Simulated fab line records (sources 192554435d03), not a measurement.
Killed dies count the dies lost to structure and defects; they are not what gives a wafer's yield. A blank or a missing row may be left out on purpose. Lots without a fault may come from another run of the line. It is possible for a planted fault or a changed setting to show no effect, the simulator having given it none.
fab line records ; flow n5Finfet
record: lots: 10; wafers: 29; lastDay: 19
route steps=1938 shown HKMG_FIN@445 GATE_CUT@467 BEOL_M4@1111
lots that met no fault: from a run of the same line without faults
startH: hours from the record's opening day to when the first of the lot's shown wafers began ; waitH: hours elapsed since this lot's preceding step ; " unchanged from the row above ; L1.1+2: several wafers, shown together as one row ; - no value present, or no start provided ; * or withheld: withheld ; < > ~ a bound
route shown NAME@n: a module of which the file shows steps, and the number in the route of the first ; usual: mean/standard deviation of fault-free wafers ; same: alike in all rows ; chamber/n: place in a boat ; sites: each site's reading ; _std_site: standard deviation of those values ; _edge_site: inner sites' mean taken away from outer sites' mean ; radiusMm: how far each site lies from the wafer's centre ; mask NAME#n: copy n ; behind: the most recent tool/chamber to have shaped the wafer ; hold: reason for holding the lot/hours on hold/outcome of the hold ; device: names the non-switching transistor (n, p or np) ; end of line: the same wafers' tests at the end of the route ; where a step has no rows: the recipe by itself ; killed: dies that structure and defects cost at the first sort, which is not the same as the wafer's yield ; map: dies across one wafer; x = killed, . = not, _ = none there
set.NAME: the setting that was run; set.NAME@STEP: the one run at that earlier step ; model.NAME: the simulator's own value behind a step, which no gauge read
steps of the route over a sample of lots; a table a step, a row a wafer
services: a tool's chamber out of use, with start hour (startH, from the record's first day; less than 0 if before it), hours out, and reason
== steps ==
step: N5_HKMG_FIN_STRIP_89
recipe: chemistry: N2/H2; material: SOC; timeS: 20; powerW: 500; tempC: 40; pressureMtorr: 50; rfFrequencyHz: 6e+07; biasPowerW: 8; h2Frac: 0.5; n2FlowSccm: 300; h2FlowSccm: 300
usual: drypumpMotorCurrentA: 5.9/0.54; oesProductAu: 0.78/0.08; rfVppV: 54.3/0.82; showerheadPlenumPTorr: 3.43/0.1; throttleValvePct: 19.0/0.36
lot.wafer;tool;chamber;startH;waitH;drypumpMotorCurrentA;oesProductAu;rfHoursCounterH;rfVppV;showerheadPlenumPTorr;throttleValvePct
L898.2;rieDiel-02;2;73.78;0.0;6.1;0.72;216;54.3;3.19;19.1
L898.3;rieDiel-02;0;73.78;0.0;6.2;0.75;147;53.7;3.49;18.9
L898.5;rieDiel-02;1;73.78;0.0;5.0;0.96;-;53.6;3.32;19.1
L901.2;rieDiel-02;2;93.82;0.0;6.1;0.70;221;54.5;3.19;19.1
L901.4;rieDiel-02;1;93.82;0.0;5.0;0.94;8;54.2;3.32;19.2
L901.6;rieDiel-02;2;93.82;0.0;6.1;0.71;-;54.1;3.19;19.1
L905.3;rieDiel-03;1;118.38;0.0;6.7;0.76;151;53.5;3.50;18.4
L905.5;rieDiel-03;1;118.38;0.0;6.7;0.76;-;54.5;3.50;18.4
L906.1;rieDiel-05;0;124.42;0.0;5.7;0.77;110;55.1;3.53;19.5
L906.3;rieDiel-05;3;124.42;0.0;6.4;0.74;170;55.1;3.47;18.9
L906.4;rieDiel-05;2;124.42;0.0;5.9;0.71;208;54.3;3.46;18.7
L908.2;rieDiel-02;1;134.28;0.0;5.0;0.90;22;53.9;3.31;19.2
L908.4;rieDiel-02;2;134.28;0.0;6.1;0.70;235;52.9;3.18;19.1
L908.6;rieDiel-02;1;134.28;0.0;5.0;0.91;-;53.9;3.31;19.2
L913.2;rieDiel-05;3;167.32;0.0;6.4;0.73;183;55.3;3.46;18.9
L913.3;rieDiel-05;0;167.32;0.0;5.7;0.75;124;54.7;3.52;19.5
L913.4;rieDiel-05;2;167.32;0.0;5.9;0.70;222;54.3;3.45;18.7
L914.1;rieDiel-03;2;173.72;0.0;5.8;0.87;29;54.5;3.57;19.5
L914.3;rieDiel-03;0;173.72;0.0;6.4;0.95;2;54.1;3.43;18.7
L914.6;rieDiel-03;2;173.72;0.0;5.8;0.87;-;55.3;3.57;19.4
L916.1;rieDiel-03;0;184.29;0.0;6.4;0.93;5;54.9;3.43;18.7
L916.5;rieDiel-03;3;184.29;0.0;6.1;0.77;-;53.4;3.35;18.9
L916.6;rieDiel-03;0;184.29;0.0;6.4;0.94;-;54.0;3.43;18.7
L919.2;rieDiel-05;0;204.65;0.0;5.7;0.74;139;55.0;3.52;19.5
L919.5;rieDiel-05;1;204.65;0.0;4.9;0.85;-;53.1;3.26;18.4
L919.6;rieDiel-05;0;204.65;0.0;5.7;0.74;-;56.0;3.51;19.5
L921.2;rieDiel-03;1;214.19;0.0;6.7;0.73;190;55.4;3.48;18.5
L921.3;rieDiel-03;0;214.19;0.0;6.4;0.91;17;53.7;3.43;18.7
L921.5;rieDiel-03;0;214.19;0.0;6.4;0.90;-;54.1;3.43;18.7
step: N5_HKMG_FIN_ALD_21
recipe: material: TiN; targetThkA: 15; tempC: 400; aldPrecursorFamily: TiCl4; aldCoReactant: NH3; pulseTimeS: 1; purgeTimeS: 3; coReactantPurgeTimeS: 2; coReactantPulseTimeS: 2; aldCycles: 68; pressureTorr: 3
usual: heaterPowerW: 939/180; precursorPulseHeightRel: 1.000/0.019; susceptorTempC: 400.00/0.22
same: purgeTimeS: 3
lot.wafer;tool;chamber;startH;waitH;heaterPowerW;precursorPulseHeightRel;susceptorTempC
L898.2;aldMetal-02;1;75.58;0.3;851;1.026;400.03
L898.3;aldMetal-02;2;75.58;0.3;1296;1.025;400.41
L898.5;aldMetal-02;0;75.58;0.3;806;1.010;400.17
L901.2;aldMetal-02;2;95.61;0.3;1298;1.021;399.91
L901.4;aldMetal-02;3;95.61;0.3;658;1.004;399.89
L901.6;aldMetal-02;0;95.61;0.3;811;0.996;400.07
L905.3;aldMetal-02;0;120.27;0.1;813;0.996;400.05
L905.5;aldMetal-02;3;120.27;0.1;658;1.038;400.14
L906.1;aldMetal-02;1;126.32;0.3;834;0.995;399.95
L906.3;aldMetal-02;2;126.32;0.3;1298;1.000;400.07
L906.4;aldMetal-02;0;126.32;0.3;810;0.988;399.99
L908.2;aldMetal-02;3;136.04;0.3;693;0.976;400.00
L908.4;aldMetal-02;1;136.04;0.3;838;1.011;400.14
L908.6;aldMetal-02;2;136.04;0.3;1334;0.995;399.89
L913.2;aldMetal-03;1;169.28;0.3;1074;1.009;400.06
L913.3;aldMetal-03;3;169.28;0.3;817;1.016;400.26
L913.4;aldMetal-03;2;169.28;0.3;1080;1.022;400.03
L914.1;aldMetal-03;0;175.50;0.3;915;0.999;399.86
L914.3;aldMetal-03;1;175.50;0.3;1054;1.013;400.31
L914.6;aldMetal-03;1;175.50;0.3;1080;1.008;400.37
L916.1;aldMetal-03;1;186.05;0.3;1065;1.028;399.96
L916.5;aldMetal-03;2;186.05;0.3;1060;1.040;400.32
L916.6;aldMetal-03;1;186.05;0.3;1075;1.025;400.12
L919.2;aldMetal-03;2;206.40;0.3;1051;0.980;399.88
L919.5;aldMetal-03;0;206.40;0.3;942;1.001;399.82
L919.6;aldMetal-03;3;206.40;0.3;810;0.961;399.89
L921.2;aldMetal-03;0;216.02;0.3;938;0.988;399.86
L921.3;aldMetal-03;3;216.02;0.3;857;0.967;399.66
L921.5;aldMetal-03;2;216.02;0.3;1061;1.030;400.12
step: N5_HKMG_FIN_CMP_94
recipe: stopOn: SiNx; postCmpClean: wDiluteNh4oh; tOverpolishS: 4.7; downForcePsi: 4; platenRpm: 50.289; padVelocityMS: 1.0006; targetThkNm: 43.299
usual: motorCurrentA: 12.3/1.1; platenRpm: 50.29/0.037
lot.wafer;tool;chamber;startH;waitH;motorCurrentA;platenRpm
L898.3;cmp-01;3;76.60;0.4;13.1;50.29
L898.2;cmp-01;0;76.60;0.4;12.5;50.28
L898.5;cmp-01;3;76.60;0.4;12.8;50.30
L901.2;cmp-01;3;96.65;0.3;13.1;50.23
L901.4;cmp-01;1;96.65;0.3;13.6;50.28
L901.6;cmp-01;3;96.65;0.3;12.4;50.35
L905.3;cmp-01;0;121.34;0.3;12.1;50.29
L905.5;cmp-01;2;121.34;0.3;11.3;52.38
L906.1;cmp-01;0;127.87;0.9;12.3;50.31
L906.4;cmp-01;1;127.87;0.9;13.7;50.24
L906.3;cmp-01;2;127.87;0.9;11.0;52.31
L908.4;cmp-04;2;137.05;0.4;10.3;50.28
L908.2;cmp-04;0;137.05;0.4;12.9;50.27
L908.6;cmp-04;3;137.05;0.4;12.9;50.32
L913.2;cmp-04;0;170.32;0.4;12.7;50.27
L913.3;cmp-04;1;170.32;0.4;12.2;50.26
L913.4;cmp-04;3;170.32;0.4;13.4;50.35
L914.1;cmp-04;0;176.52;0.4;12.6;50.36
L914.3;cmp-04;3;176.52;0.4;13.0;50.25
L914.6;cmp-04;1;176.52;0.4;12.6;50.31
L916.1;cmp-04;0;187.12;0.3;13.2;50.25
L916.5;cmp-04;2;187.12;0.3;10.0;50.30
L916.6;cmp-04;3;187.12;0.3;12.6;50.31
L919.2;cmp-03;3;207.46;0.3;11.7;50.29
L919.5;cmp-03;2;207.46;0.3;13.1;50.30
L919.6;cmp-03;3;207.46;0.3;11.5;50.25
L921.2;cmp-04;0;217.03;0.4;13.9;50.28
L921.3;cmp-04;2;217.03;0.4;9.7;50.27
L921.5;cmp-04;1;217.03;0.4;12.1;50.32
step: N5_GATE_CUT_ETCHBACK_30
recipe: chemistry: Cl2/Ar; target: TiN; targetDepthA: 30; mode: isotropic; pressureMtorr: 10; icpW: 600; biasW: 60; Cl2_flow_sccm: 40; Ar_flow_sccm: 60
usual: drypumpMotorCurrentA: 5.5/0.35; oesProductAu: 0.71/0.11; throttleValvePct: 20.83/0.19
lot.wafer;tool;chamber;startH;waitH;drypumpMotorCurrentA;oesProductAu;rfHoursCounterH;throttleValvePct
L898.2;rieMetal-02;0;77.07;0.1;5.3;0.66;99;20.67
L898.3;rieMetal-02;0;77.07;0.1;5.3;0.66;-;20.69
L898.5;rieMetal-02;1;77.07;0.1;5.8;0.64;-;20.87
L901.2;rieMetal-01;1;97.09;0.1;6.1;0.69;77;20.82
L901.4;rieMetal-01;0;97.09;0.1;5.1;0.69;-;21.09
L901.6;rieMetal-01;1;97.09;0.1;6.1;0.69;-;20.82
L905.3;rieMetal-02;0;121.77;0.0;5.3;0.65;-;20.68
L905.5;rieMetal-02;0;121.77;0.0;5.3;0.65;-;20.69
L906.1;rieMetal-03;1;128.34;0.1;5.2;0.92;10;20.55
L906.3;rieMetal-03;1;128.34;0.1;5.2;0.92;-;20.56
L906.4;rieMetal-03;0;128.34;0.1;5.4;0.62;-;21.08
L908.2;rieMetal-01;1;137.53;0.1;6.1;0.68;81;20.83
L908.4;rieMetal-01;0;137.53;0.1;5.1;0.68;-;21.10
L908.6;rieMetal-01;0;137.53;0.1;5.1;0.68;-;21.11
L913.2;rieMetal-01;1;170.80;0.1;6.1;0.67;84;20.83
L913.3;rieMetal-01;0;170.80;0.1;5.1;0.68;-;21.10
L913.4;rieMetal-01;1;170.80;0.1;6.1;0.67;-;20.84
L914.1;rieMetal-02;1;177.00;0.1;5.8;0.63;119;20.88
L914.3;rieMetal-02;1;177.00;0.1;5.7;0.63;-;20.89
L914.6;rieMetal-02;1;177.00;0.1;5.8;0.63;-;20.88
L916.1;rieMetal-02;0;187.54;0.1;5.3;0.65;107;20.70
L916.5;rieMetal-02;0;187.54;0.1;5.3;0.64;-;20.70
L916.6;rieMetal-02;1;187.54;0.1;5.8;0.64;-;20.87
L919.2;rieMetal-02;0;207.91;0.1;5.3;0.64;109;20.72
L919.5;rieMetal-02;0;207.91;0.1;5.3;0.64;-;20.69
L919.6;rieMetal-02;1;207.91;0.1;5.8;0.62;-;20.89
L921.2;rieMetal-03;1;217.50;0.1;5.2;0.85;19;20.59
L921.3;rieMetal-03;1;217.50;0.1;5.2;0.86;-;20.58
L921.5;rieMetal-03;0;217.50;0.1;5.4;0.97;-;20.85
step: N5_BEOL_M4_RC_MEAS_101
usual: DIBL_N: 36.4/1.4; DIBL_P: 36.4/1.5; IOFF_N: 0.156/0.022; IOFF_P: 0.210/0.023; ION_N: 675/9.1; ION_P: 463/5.7; SS_N: 71.6/0.45; SS_P: 73.3/0.56; VT_N: 250/3.1; VT_P: -250.3/2.3
lot.wafer;tool;chamber;startH;waitH;DIBL_N[mV/V];DIBL_P[mV/V];IOFF_N[nA/um];IOFF_P[nA/um];ION_N[uA/um];ION_P[uA/um];SS_N[mV/dec];SS_P[mV/dec];VT_N[mV];VT_P[mV]
L898.2;prober-01;0;198.47;0.2;35.5;32.1;0.117;0.181;667;459;71.3;73.0;259;-252.0
L898.3;prober-01;0;198.47;0.2;38.7;36.9;0.175;0.263;674;463;72.3;73.6;249;-247.5
L898.5;prober-01;0;198.47;0.2;37.8;35.6;0.158;0.238;680;465;72.1;74.2;251;-249.4
L901.2;prober-01;0;204.34;0.2;36.2;35.6;0.170;0.205;681;461;72.0;73.3;244;-249.8
L901.4;prober-01;0;204.34;0.2;36.3;34.6;0.162;0.180;673;455;71.7;73.7;249;-252.2
L901.6;prober-01;0;204.34;0.2;35.1;34.0;0.144;0.169;677;454;71.5;73.6;250;-253.3
L905.3;prober-02;0;234.68;0.3;37.6;37.7;0.155;0.200;667;455;71.7;73.8;253;-252.8
L905.5;prober-02;0;234.68;0.3;37.8;37.5;0.163;0.206;670;464;71.4;73.9;249;-251.3
L906.1;prober-01;0;241.96;0.0;36.7;39.1;0.176;0.239;683;470;72.3;74.5;245;-248.6
L906.3;prober-01;0;241.96;0.0;38.2;40.0;0.215;0.259;691;466;71.8;73.4;243;-246.6
L906.4;prober-01;0;241.96;0.0;35.7;37.9;0.169;0.216;676;460;71.2;73.3;245;-248.6
L908.2;prober-02;0;257.10;0.2;37.6;37.8;0.163;0.190;677;453;72.0;73.5;249;-252.8
L908.4;prober-02;0;257.10;0.2;38.0;38.8;0.179;0.210;678;461;72.1;73.9;250;-250.8
L908.6;prober-02;0;257.10;0.2;37.2;37.7;0.159;0.185;670;452;71.9;73.5;249;-255.0
L913.2;prober-01;0;280.29;0.2;36.2;33.8;0.155;0.191;677;456;71.6;72.4;248;-249.8
L913.3;prober-01;0;280.29;0.2;37.6;36.6;0.175;0.228;684;468;71.5;73.7;249;-247.9
L913.4;prober-01;0;280.29;0.2;37.3;36.0;0.173;0.223;687;465;71.4;73.1;248;-247.1
L914.1;prober-01;0;289.62;0.0;37.7;38.4;0.171;0.213;681;467;71.7;73.4;250;-251.3
L914.3;prober-01;0;289.62;0.0;37.9;38.2;0.176;0.225;681;465;72.3;73.7;249;-249.6
L914.6;prober-01;0;289.62;0.0;38.8;40.0;0.190;0.240;691;463;71.6;73.7;249;-248.2
L916.1;prober-02;0;306.09;0.0;39.0;37.6;0.191;0.251;683;470;72.0;73.5;250;-247.7
L916.5;prober-02;0;306.09;0.0;37.2;35.8;0.156;0.227;678;469;71.0;73.2;251;-247.3
L916.6;prober-02;0;306.09;0.0;37.0;35.3;0.150;0.210;674;462;71.3;73.4;253;-249.9
L919.2;prober-01;0;317.64;0.2;37.2;37.8;0.178;0.224;680;465;71.8;73.4;246;-249.6
L919.5;prober-01;0;317.64;0.2;38.5;37.8;0.199;0.230;683;464;72.1;73.7;247;-250.2
L919.6;prober-01;0;317.64;0.2;36.9;36.5;0.160;0.202;681;466;71.9;73.5;248;-252.1
L921.2;prober-02;0;342.34;0.2;37.0;38.0;0.164;0.233;669;468;71.6;73.6;250;-249.7
L921.3;prober-02;0;342.34;0.2;35.1;36.5;0.139;0.205;669;465;71.4;72.4;252;-248.6
L921.5;prober-02;0;342.34;0.2;36.8;38.2;0.174;0.235;676;467;71.8;72.8;249;-249.1
== services ==
tool;chamber;startH;hours;kind
cmp-03;-;59.51;0.5;repair
cmp-04;-;61.47;16.5;repair
rieMetal-01;-;62.67;1.4;pm
aldMetal-02;1;76.37;13.5;repair
cmp-04;-;80.15;4.5;pm
aldMetal-02;-;80.70;0.9;repair
cmp-01;-;93.90;1.4;repair
rieDiel-03;-;99.11;2.8;pm
aldMetal-03;-;100.69;1.1;repair
rieMetal-01;-;113.53;1.1;repair
aldMetal-03;-;118.22;8.7;pm
cmp-04;-;118.72;4.0;pm
rieDiel-02;3;127.94;2.0;repair
cmp-03;-;134.35;1.1;repair
rieMetal-01;0;154.55;3.4;repair
aldMetal-02;2;155.50;3.8;repair
cmp-03;-;164.44;0.8;repair
cmp-03;-;177.97;0.9;repair
aldMetal-02;0;189.12;17.4;repair
rieDiel-05;3;191.40;1.4;repair
cmp-03;-;191.59;4.0;pm
cmp-04;-;199.95;6.6;pm
cmp-03;-;207.61;4.0;pm
rieMetal-02;-;213.88;0.3;repair
== key ==
firstSign: step: N5_HKMG_FIN_CMP_94; reading: platenRpm; direction: up; sigmas: 56; usual: 50.29; struck: 52.34
effect none on later readings
metAt N5_HKMG_FIN_CMP_94
struckLots L905,L906
struckWafers L905.5,L906.3
notActingAt N5_HKMG_FIN_STRIP_89,N5_HKMG_FIN_ALD_21,N5_GATE_CUT_ETCHBACK_30
fault: kind: processParameterDrift; tool: cmp-01; chamber: 2; onsetH: 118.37; steps: N5_HKMG_FIN_CMP_94; channel: platenRpm; offset: 2.0116; shape: step; endH: 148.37; actsIn: theseRecipesOnly; stated: 50.289
